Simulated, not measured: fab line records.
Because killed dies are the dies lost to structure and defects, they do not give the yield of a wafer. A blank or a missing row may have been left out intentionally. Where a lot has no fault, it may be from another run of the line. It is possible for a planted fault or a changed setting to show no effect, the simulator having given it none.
Matching of chambers + flow n5 finfet + rie diel-01 running N5_STI_FIN_REVEAL_STRIP_24: 4 sister chambers
The step strips in N2/H2, time 90 s. 4 wafers are shown with their chamber, then 9 later ones without.

WAFERS, EACH WITH ITS CHAMBER
| wafer  | chamber | showerhead plenum p Torr (Torr) |
|--------|---------|---------------------------------|
| L082.1 | 3       | 3.37                            |
| L082.5 | 0       | 3.44                            |
| L085.5 | 2       | 3.42                            |
| L085.6 | 1       | 3.44                            |

WAFERS WITH NO CHAMBER GIVEN
| wafer  | showerhead plenum p Torr (Torr) |
|--------|---------------------------------|
| L091.2 | 3.41                            |
| L091.5 | 3.36                            |
| L091.6 | 3.43                            |
| L093.2 | 3.41                            |
| L093.3 | 3.42                            |
| L093.4 | 3.43                            |
| L097.3 | 3.42                            |
| L097.4 | 3.42                            |
| L097.5 | 3.35                            |

THE CHAMBER EACH PASSED THROUGH
| wafer  | from the rows above          | in truth                   |
|--------|------------------------------|----------------------------|
| L091.2 | 2                            | 2                          |
| L091.5 | 3                            | 3                          |
| L091.6 | can't be placed: 0 or 1 or 2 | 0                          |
| L093.2 | 2                            | 2                          |
| L093.3 | 2                            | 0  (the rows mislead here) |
| L093.4 | can't be placed: 0 or 1 or 2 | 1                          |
| L097.3 | 2                            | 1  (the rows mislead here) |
| L097.4 | 2                            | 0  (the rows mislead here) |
| L097.5 | 3                            | 3                          |
Correctly placed: 4 of 9. Not placeable from these rows: 2 (in 2, the candidates include the true chamber). Wrongly placed: 3.
How it was worked out, from the rows above alone: a wafer's distance from a chamber is the root of the sum, over the readings, of the square of ((its reading less the chamber's mean) divided by the reading's scatter). The wafer belongs to the nearest chamber; if the next one is less than 2 further off, it can't be placed. A chamber's mean is the mean of its shown wafers. The scatter (one wafer shown for each chamber): square how far every hidden wafer sits from the nearest shown wafer, average those squares and take the square root.
